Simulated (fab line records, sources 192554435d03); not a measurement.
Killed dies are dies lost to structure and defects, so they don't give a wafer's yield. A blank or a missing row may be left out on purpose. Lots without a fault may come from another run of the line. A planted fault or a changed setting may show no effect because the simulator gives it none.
Chamber matching | flow n5_finfet | N5_SD_EPI_P_ETCH_47 on rie_diel-04: 4 sister chambers
The step etches SiOCN in CH3F/O2, target depth 25 nm. 7 wafers are shown with their chamber, then 9 later ones without.

WAFERS WITH THEIR CHAMBER
wafer  | chamber | throttle_valve_pct (%) | oes_product_au (a.u.)
L075.1 | 0       | 16.47                  | 0.86
L078.3 | 1       | 16.16                  | 0.74
L078.5 | 1       | 16.16                  | 0.74
L081.6 | 3       | 16.02                  | 0.91
L085.2 | 2       | 15.93                  | 0.77
L085.4 | 3       | 16.04                  | 0.90
L085.5 | 2       | 15.92                  | 0.78

WAFERS WITHOUT THEIR CHAMBER
wafer  | throttle_valve_pct (%) | oes_product_au (a.u.)
L086.1 | 16.05                  | 0.88
L086.2 | 16.16                  | 0.73
L086.6 | 15.91                  | 0.77
L094.3 | 16.52                  | 0.81
L094.5 | 16.21                  | 0.71
L094.6 | 15.95                  | 0.75
L096.1 | 16.22                  | 0.72
L096.4 | 16.53                  | 0.81
L096.5 | 16.08                  | 0.88

WHICH CHAMBER EACH WENT THROUGH
wafer  | from the rows above | in truth
L086.1 | 3                   | 3
L086.2 | 1                   | 1
L086.6 | 2                   | 2
L094.3 | 0                   | 0
L094.5 | 1                   | 1
L094.6 | 2                   | 2
L096.1 | 1                   | 1
L096.4 | 0                   | 0
L096.5 | 3                   | 3
Placed correctly: 9 of 9. Can't be placed from these rows: 0. Placed wrongly: 0.
How it was worked out, from the rows above alone: a wafer's distance from a chamber is the root of the sum, over the readings, of the square of ((its reading less the chamber's mean) divided by the reading's scatter). The wafer belongs to the nearest chamber; if the next one is less than 2 further off, it can't be placed. A chamber's mean is the mean of its shown wafers. The scatter: the root of (the sum of the squares of (reading less its chamber's mean) over the shown wafers, divided by (wafers less chambers)).
